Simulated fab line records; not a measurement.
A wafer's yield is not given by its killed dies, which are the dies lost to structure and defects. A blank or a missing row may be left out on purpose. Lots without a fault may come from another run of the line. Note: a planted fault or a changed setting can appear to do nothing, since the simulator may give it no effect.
Split-lot experiment    flow n5Finfet    on a route of 1938 steps: 7 lots, 39 wafers read

ON THE SPLIT
At N5_DUMMY_GATE_HM_DEP_06 (deposits SiNx from DCS/NH3, target thk 80 nm, time 5141 s), the setting targetThkA was moved away from the recipe's 800 angstrom on 30 of the 39 wafers read, by -11.3% to +7.7%. This setting was run at the recipe's value on the other wafers.

The split's own step is where the reading is taken.

THE READING
SiNx_of_DUMMY_GATE_HM_DEP_06.thkNm (the simulator's own value, which no gauge read), in nm, at N5_DUMMY_GATE_HM_DEP_06 (deposits SiNx from DCS/NH3, target thk 80 nm, time 5141 s). The file does not state a usual value for it. Average 80.7 nm, standard deviation 0.53 nm, over the 9 wafers here run with the recipe.

wafer   tool, chamber at the split  targetThkA as run, angstrom  against the recipe  SiNx_of_DUMMY_GATE_HM_DEP_06.thkNm, nm  against lot-mates on the recipe
L075.1  -, -                        709.8                        -11.3%              70.6                                    no lot-mate on the recipe
L075.2  -, -                        709.8                        -11.3%              70                                      no lot-mate on the recipe
L075.3  -, -                        709.8                        -11.3%              70.8                                    no lot-mate on the recipe
L075.4  -, -                        709.8                        -11.3%              70.4                                    no lot-mate on the recipe
L075.5  -, -                        709.8                        -11.3%              70.4                                    no lot-mate on the recipe
L075.6  -, -                        709.8                        -11.3%              70.2                                    no lot-mate on the recipe
L080.1  -, -                        800                          recipe              80.2                                    -
L080.5  -, -                        800                          recipe              80.2                                    -
L080.2  -, -                        800                          recipe              80.4                                    -
L080.3  -, -                        800                          recipe              80.4                                    -
L080.4  -, -                        800                          recipe              80.4                                    -
L080.6  -, -                        800                          recipe              80.6                                    -
L088.1  -, -                        748.6                        -6.4%               76.4                                    no lot-mate on the recipe
L088.4  -, -                        748.6                        -6.4%               76.4                                    no lot-mate on the recipe
L088.5  -, -                        748.6                        -6.4%               76.4                                    no lot-mate on the recipe
L088.6  -, -                        748.6                        -6.4%               76.4                                    no lot-mate on the recipe
L088.2  -, -                        748.6                        -6.4%               77                                      no lot-mate on the recipe
L088.3  -, -                        748.6                        -6.4%               76.2                                    no lot-mate on the recipe
L090.1  -, -                        861.7                        +7.7%               86.4                                    no lot-mate on the recipe
L090.4  -, -                        861.7                        +7.7%               86.4                                    no lot-mate on the recipe
L090.2  -, -                        861.7                        +7.7%               86.2                                    no lot-mate on the recipe
L090.3  -, -                        861.7                        +7.7%               86.2                                    no lot-mate on the recipe
L090.6  -, -                        861.7                        +7.7%               86.2                                    no lot-mate on the recipe
L090.5  -, -                        861.7                        +7.7%               86                                      no lot-mate on the recipe
L091.1  -, -                        857.7                        +7.2%               87.8                                    no lot-mate on the recipe
L091.2  -, -                        857.7                        +7.2%               87                                      no lot-mate on the recipe
L091.5  -, -                        857.7                        +7.2%               87                                      no lot-mate on the recipe
L091.3  -, -                        857.7                        +7.2%               87.4                                    no lot-mate on the recipe
L091.4  -, -                        857.7                        +7.2%               87.4                                    no lot-mate on the recipe
L091.6  -, -                        857.7                        +7.2%               87.4                                    no lot-mate on the recipe
L092.1  -, -                        719                          -10.1%              72.4                                    no lot-mate on the recipe
L092.4  -, -                        719                          -10.1%              72.4                                    no lot-mate on the recipe
L092.2  -, -                        719                          -10.1%              72.6                                    no lot-mate on the recipe
L092.5  -, -                        719                          -10.1%              72.6                                    no lot-mate on the recipe
L092.6  -, -                        719                          -10.1%              72.6                                    no lot-mate on the recipe
L092.3  -, -                        719                          -10.1%              72.2                                    no lot-mate on the recipe
L095.1  lpcvd-01, 0/65,0/70         800                          recipe              81.2                                    -
L095.2  lpcvd-01, 0/65,0/70         800                          recipe              81.2                                    -
L095.3  lpcvd-01, 0/75              800                          recipe              81.8                                    -
Rows listing several chambers each stand for several wafers; the file does not say which wafer went through which chamber.

FIT RESULTS
A straight line over all 39 wafers: SiNx_of_DUMMY_GATE_HM_DEP_06.thkNm changes by +0.83 nm for each +1% of targetThkA; r = +0.99; the points scatter about the line by 0.8 nm.
Too few moved wafers with a lot-mate on the recipe to fit a line net of each lot's own level.

THE FILE'S OWN FIT
SiNx_of_DUMMY_GATE_HM_DEP_06.thkNm changes by +0.83 nm for each +1% of targetThkA, r = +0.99.
